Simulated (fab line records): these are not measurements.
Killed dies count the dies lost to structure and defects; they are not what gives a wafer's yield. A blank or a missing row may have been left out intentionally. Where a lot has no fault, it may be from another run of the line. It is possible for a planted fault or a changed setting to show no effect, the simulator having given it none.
Which tool is to blame? :: flow nand harc :: Sampling: 12 lots, 36 wafers, 5 of 1302 route steps

## WHAT THE GAUGES READ, wafer by wafer
NHARC_END_SORT_01.
lot: L376
measured: day 26 23:10
on: prober-02
killed at array: 672 674 675
killed at other: 1 0 1
killed at periphery: 4 3 1
killed dies: 677 677 677
killed open: 5 5 1
killed short: 3 4 4

lot: L377
measured: day 28 08:25
on: prober-01
killed at array: 669 676 674
killed at other: 6 0 1
killed at periphery: 2 1 2
killed dies: 677 677 677
killed open: 6 5 3
killed short: 2 1 3

## WHAT TOOL EACH LOT RAN ON (gives the tool, then ch and the chambers of the sampled wafers, and finally the start)
lot: L369
NHARC_A_STAIRCASE_TRIM_14: rie diel-08 ch 0,2, day 15 15:02 or earlier
NHARC_A_STAIRCASE_ETCH_17: rie diel-08 ch 0,1,3, day 15 15:02 or earlier
NHARC_A_STAIRCASE_ETCH_25: rie diel-07 ch 0,1,2, day 15 15:02
NHARC_A_STAIRCASE_STRIP_175: plasma asher-02 ch 0,1, day 15 15:51

lot: L373
NHARC_A_STAIRCASE_TRIM_14: rie diel-08 ch 2,3, day 17 12:38 or earlier
NHARC_A_STAIRCASE_ETCH_17: rie diel-08 ch 0,1, day 17 12:38 or earlier
NHARC_A_STAIRCASE_ETCH_25: rie diel-08 ch 0,1,3, day 17 12:38
NHARC_A_STAIRCASE_STRIP_175: plasma asher-01 ch 0,1, day 17 13:04

lot: L374
NHARC_A_STAIRCASE_TRIM_14: rie diel-07 ch 1,2,3, day 18 00:44 or earlier
NHARC_A_STAIRCASE_ETCH_17: rie diel-07 ch 0,1,3, day 18 00:44 or earlier
NHARC_A_STAIRCASE_ETCH_25: rie diel-04 ch 1,2,3, day 18 00:44
NHARC_A_STAIRCASE_STRIP_175: plasma asher-02 ch 0,1, day 18 01:08

lot: L376
NHARC_A_STAIRCASE_TRIM_14: rie diel-07 ch 0,2,3, day 18 14:17 or earlier
NHARC_A_STAIRCASE_ETCH_17: rie diel-07 ch 0,1,2, day 18 14:17 or earlier
NHARC_A_STAIRCASE_ETCH_25: rie diel-07 ch 0,1,3, day 18 14:17
NHARC_A_STAIRCASE_STRIP_175: plasma asher-01 ch 0,1, day 18 14:41

lot: L377
NHARC_A_STAIRCASE_TRIM_14: rie diel-04 ch 0,2,3, day 19 10:29 or earlier
NHARC_A_STAIRCASE_ETCH_17: rie diel-04 ch 2,3, day 19 10:29 or earlier
NHARC_A_STAIRCASE_ETCH_25: rie diel-04 ch 0,3, day 19 10:29
NHARC_A_STAIRCASE_STRIP_175: plasma asher-01 ch 0,1, day 19 10:59

lot: L379
NHARC_A_STAIRCASE_TRIM_14: rie diel-08 ch 1,2, day 19 20:29 or earlier
NHARC_A_STAIRCASE_ETCH_17: rie diel-08 ch 0,2,3, day 19 20:29 or earlier
NHARC_A_STAIRCASE_ETCH_25: rie diel-08 ch 0,1,3, day 19 20:29
NHARC_A_STAIRCASE_STRIP_175: plasma asher-01 ch 0,1, day 19 21:04

lot: L378
NHARC_A_STAIRCASE_TRIM_14: rie diel-04 ch 2,3, day 19 20:50 or earlier
NHARC_A_STAIRCASE_ETCH_17: rie diel-04 ch 1,2,3, day 19 20:50 or earlier
NHARC_A_STAIRCASE_ETCH_25: rie diel-04 ch 1,2,3, day 19 20:50
NHARC_A_STAIRCASE_STRIP_175: plasma asher-01 ch 0,1, day 19 21:33

lot: L386
NHARC_A_STAIRCASE_TRIM_14: rie diel-08 ch 0,2, day 22 13:23 or earlier
NHARC_A_STAIRCASE_ETCH_17: rie diel-08 ch 0,1,3, day 22 13:23 or earlier
NHARC_A_STAIRCASE_ETCH_25: rie diel-08 ch 0,1,2, day 22 13:23
NHARC_A_STAIRCASE_STRIP_175: plasma asher-01 ch 0,1, day 22 13:50

lot: L388
NHARC_A_STAIRCASE_TRIM_14: rie diel-07 ch 2,3, day 23 11:55 or earlier
NHARC_A_STAIRCASE_ETCH_17: rie diel-07 ch 0,1,3, day 23 11:55 or earlier
NHARC_A_STAIRCASE_ETCH_25: rie diel-07 ch 0,1, day 23 11:55
NHARC_A_STAIRCASE_STRIP_175: plasma asher-02 ch 0,1, day 23 12:30

lot: L389
NHARC_A_STAIRCASE_TRIM_14: rie diel-07 ch 0,2,3, day 23 14:00 or earlier
NHARC_A_STAIRCASE_ETCH_17: rie diel-07 ch 0,1,2, day 23 14:00 or earlier
NHARC_A_STAIRCASE_ETCH_25: rie diel-07 ch 1,2,3, day 23 14:00
NHARC_A_STAIRCASE_STRIP_175: plasma asher-02 ch 0,1, day 23 14:29

lot: L390
NHARC_A_STAIRCASE_TRIM_14: rie diel-04 ch 0,1,2, day 24 14:47 or earlier
NHARC_A_STAIRCASE_ETCH_17: rie diel-04 ch 0,1,3, day 24 14:47 or earlier
NHARC_A_STAIRCASE_ETCH_25: rie diel-07 ch 1,3, day 24 14:47
NHARC_A_STAIRCASE_STRIP_175: plasma asher-02 ch 0,1, day 24 15:11

lot: L392
NHARC_A_STAIRCASE_TRIM_14: rie diel-04 ch 0,2,3, day 25 09:14 or earlier
NHARC_A_STAIRCASE_ETCH_17: rie diel-04 ch 0,1,3, day 25 09:14 or earlier
NHARC_A_STAIRCASE_ETCH_25: rie diel-04 ch 1,2, day 25 09:14
NHARC_A_STAIRCASE_STRIP_175: plasma asher-02 ch 0,1, day 25 09:38
- NHARC_A_STAIRCASE_TRIM_14: chemistry O2, time 211.2 s.
- NHARC_A_STAIRCASE_ETCH_17: etches the open film in C4F8/O2, target depth 100 nm, time 40.5 s.
- NHARC_A_STAIRCASE_ETCH_25: etches the open film in C4F8/O2, target depth 100 nm, time 40.5 s.
- NHARC_A_STAIRCASE_STRIP_175: strips in O2.

## WHAT THE TOOLS THEMSELVES READ (means of the sampled wafers that have a number; where no wafer has one, the mark that the record gives instead)
NHARC_A_STAIRCASE_TRIM_14.
lot: L369
tool: rie diel-08
drypump motor current A (A): 5.4
oes product au (a.u.): 1.010
rf vpp V (V): 57.7
showerhead plenum p Torr (Torr): 3.51
throttle valve pct (%): 17.045

lot: L373
tool: rie diel-08
drypump motor current A (A): 5.6
oes product au (a.u.): 1.007
rf vpp V (V): 57.3
showerhead plenum p Torr (Torr): 3.43
throttle valve pct (%): 17.030

lot: L374
tool: rie diel-07
drypump motor current A (A): 5.7
oes product au (a.u.): 0.996
rf vpp V (V): 57.3
showerhead plenum p Torr (Torr): 3.52
throttle valve pct (%): 17.034

lot: L376
tool: rie diel-07
drypump motor current A (A): 5.8
oes product au (a.u.): 1.004
rf vpp V (V): 58.4
showerhead plenum p Torr (Torr): 3.59
throttle valve pct (%): 17.027

lot: L377
tool: rie diel-04
drypump motor current A (A): 5.6
oes product au (a.u.): 1.001
rf vpp V (V): 58.1
showerhead plenum p Torr (Torr): 3.63
throttle valve pct (%): 17.032

lot: L379
tool: rie diel-08
drypump motor current A (A): 5.8
oes product au (a.u.): 1.007
rf vpp V (V): 57.8
showerhead plenum p Torr (Torr): 3.66
throttle valve pct (%): 17.043

lot: L378
tool: rie diel-04
drypump motor current A (A): 5.6
oes product au (a.u.): 1.001
rf vpp V (V): 58.5
showerhead plenum p Torr (Torr): 3.70
throttle valve pct (%): 17.032

lot: L386
tool: rie diel-08
drypump motor current A (A): 5.4
oes product au (a.u.): 1.007
rf vpp V (V): 56.8
showerhead plenum p Torr (Torr): 3.48
throttle valve pct (%): 17.041

lot: L388
tool: rie diel-07
drypump motor current A (A): 5.9
oes product au (a.u.): 1.002
rf vpp V (V): 57.0
showerhead plenum p Torr (Torr): 3.54
throttle valve pct (%): 17.030

lot: L389
tool: rie diel-07
drypump motor current A (A): 5.8
oes product au (a.u.): 0.995
rf vpp V (V): 57.7
showerhead plenum p Torr (Torr): 3.56
throttle valve pct (%): 17.033

lot: L390
tool: rie diel-04
drypump motor current A (A): 5.5
oes product au (a.u.): 1.002
rf vpp V (V): 57.5
showerhead plenum p Torr (Torr): 3.52
throttle valve pct (%): 17.037

lot: L392
tool: rie diel-04
drypump motor current A (A): 5.6
oes product au (a.u.): 0.991
rf vpp V (V): 57.1
showerhead plenum p Torr (Torr): 3.61
throttle valve pct (%): 17.037

NHARC_A_STAIRCASE_ETCH_17.
lot: L369
tool: rie diel-08
bias w (W): 999
chamber pressure mTorr (mTorr): 24.981
oes product au (a.u.): 0.936
rf vpp V (V): 895

lot: L373
tool: rie diel-08
bias w (W): 998
chamber pressure mTorr (mTorr): 24.986
oes product au (a.u.): 0.944
rf vpp V (V): 906

lot: L374
tool: rie diel-07
bias w (W): 999
chamber pressure mTorr (mTorr): 25.008
oes product au (a.u.): 0.945
rf vpp V (V): 898

lot: L376
tool: rie diel-07
bias w (W): 1004
chamber pressure mTorr (mTorr): 25.007
oes product au (a.u.): 0.942
rf vpp V (V): 897

lot: L377
tool: rie diel-04
bias w (W): 999
chamber pressure mTorr (mTorr): 24.988
oes product au (a.u.): 0.940
rf vpp V (V): 902

lot: L379
tool: rie diel-08
bias w (W): 999
chamber pressure mTorr (mTorr): 25.002
oes product au (a.u.): 0.947
rf vpp V (V): 895

lot: L378
tool: rie diel-04
bias w (W): 1001
chamber pressure mTorr (mTorr): 24.982
oes product au (a.u.): 0.936
rf vpp V (V): 898

lot: L386
tool: rie diel-08
bias w (W): 1004
chamber pressure mTorr (mTorr): 25.000
oes product au (a.u.): 0.945
rf vpp V (V): 900

lot: L388
tool: rie diel-07
bias w (W): 1002
chamber pressure mTorr (mTorr): 24.983
oes product au (a.u.): 0.927
rf vpp V (V): 897

lot: L389
tool: rie diel-07
bias w (W): 999
chamber pressure mTorr (mTorr): 25.017
oes product au (a.u.): 0.945
rf vpp V (V): 895

lot: L390
tool: rie diel-04
bias w (W): 1000
chamber pressure mTorr (mTorr): 25.015
oes product au (a.u.): 0.939
rf vpp V (V): 894

lot: L392
tool: rie diel-04
bias w (W): 998
chamber pressure mTorr (mTorr): 24.988
oes product au (a.u.): 0.950
rf vpp V (V): 894

NHARC_A_STAIRCASE_ETCH_25.
lot: L369
tool: rie diel-07
bias w (W): 1000.2
chamber pressure mTorr (mTorr): 25.009
oes product au (a.u.): 0.933
rf vpp V (V): 897

lot: L373
tool: rie diel-08
bias w (W): 1000.6
chamber pressure mTorr (mTorr): 24.988
oes product au (a.u.): 0.938
rf vpp V (V): 901

lot: L374
tool: rie diel-04
bias w (W): 998.8
chamber pressure mTorr (mTorr): 24.999
oes product au (a.u.): 0.948
rf vpp V (V): 898

lot: L376
tool: rie diel-07
bias w (W): -
chamber pressure mTorr (mTorr): -
oes product au (a.u.): -
rf vpp V (V): -

lot: L377
tool: rie diel-04
bias w (W): -
chamber pressure mTorr (mTorr): -
oes product au (a.u.): -
rf vpp V (V): -

lot: L379
tool: rie diel-08
bias w (W): 1000.9
chamber pressure mTorr (mTorr): 25.020
oes product au (a.u.): 0.939
rf vpp V (V): 901

lot: L378
tool: rie diel-04
bias w (W): 1004.4
chamber pressure mTorr (mTorr): 25.003
oes product au (a.u.): 0.935
rf vpp V (V): 897

lot: L386
tool: rie diel-08
bias w (W): 1002.2
chamber pressure mTorr (mTorr): 24.997
oes product au (a.u.): 0.949
rf vpp V (V): 899

lot: L388
tool: rie diel-07
bias w (W): 999.0
chamber pressure mTorr (mTorr): 24.991
oes product au (a.u.): 0.938
rf vpp V (V): 896

lot: L389
tool: rie diel-07
bias w (W): 999.1
chamber pressure mTorr (mTorr): 25.003
oes product au (a.u.): 0.947
rf vpp V (V): 894

lot: L390
tool: rie diel-07
bias w (W): 1000.7
chamber pressure mTorr (mTorr): 24.991
oes product au (a.u.): 0.954
rf vpp V (V): 895

lot: L392
tool: rie diel-04
bias w (W): 1002.1
chamber pressure mTorr (mTorr): 25.004
oes product au (a.u.): 0.945
rf vpp V (V): 894

NHARC_A_STAIRCASE_STRIP_175.
lot: L369
tool: plasma asher-02
drypump motor current A (A): 5.8
heater power w (W): 324

lot: L373
tool: plasma asher-01
drypump motor current A (A): 5.2
heater power w (W): 346

lot: L374
tool: plasma asher-02
drypump motor current A (A): 5.8
heater power w (W): 321

lot: L376
tool: plasma asher-01
drypump motor current A (A): 5.2
heater power w (W): 347

lot: L377
tool: plasma asher-01
drypump motor current A (A): 5.2
heater power w (W): 347

lot: L379
tool: plasma asher-01
drypump motor current A (A): 5.2
heater power w (W): 347

lot: L378
tool: plasma asher-01
drypump motor current A (A): 5.2
heater power w (W): 352

lot: L386
tool: plasma asher-01
drypump motor current A (A): 5.1
heater power w (W): 344

lot: L388
tool: plasma asher-02
drypump motor current A (A): 5.8
heater power w (W): 321

lot: L389
tool: plasma asher-02
drypump motor current A (A): 5.8
heater power w (W): 325

lot: L390
tool: plasma asher-02
drypump motor current A (A): 5.8
heater power w (W): 318

lot: L392
tool: plasma asher-02
drypump motor current A (A): 5.8
heater power w (W): 325

## THE ANSWER, worked out from the rows above alone
Rule: the lots themselves supply what counts as usual. The widest of any qualifying gaps counts: lots, ordered by their means at a reading, are off when they make up no more than a third of the lots, leave a main group of 4 or more, and stand apart from it by 3 or more times the standard deviation of that group's means. The tables above print the reading to a certain number of digits; a main group whose means all agree to those digits is not used. Also off: a lot with no number at a reading for which 4 or more lots have one. The other lots that the step has rows for count as sound. After the gauges, taken in route order, come the tools' own readings; for these a lot's mean is taken, as printed above. The first step at which some lot is off is used, and at that step the reading that is off furthest; a lot without a number counts as furthest.
Off: L376, L377, at NHARC_A_STAIRCASE_ETCH_25 (bias w). Without a number there: L376, L377. Main group: mean 1000.8 W, sd 1.6.
A tool fits if, at that step or a process step before it, it ran every lot that is off, and no sound lot after the first of them. NHARC_A_STAIRCASE_TRIM_14 gives no start for some lots, so the hours and the order of its lots are those of NHARC_A_STAIRCASE_ETCH_25. NHARC_A_STAIRCASE_ETCH_17 gives no start for some lots, so the hours and the order of its lots are those of NHARC_A_STAIRCASE_ETCH_25. No candidate that was tried fits.

## WHAT WAS PUT IN BY THE SIMULATOR
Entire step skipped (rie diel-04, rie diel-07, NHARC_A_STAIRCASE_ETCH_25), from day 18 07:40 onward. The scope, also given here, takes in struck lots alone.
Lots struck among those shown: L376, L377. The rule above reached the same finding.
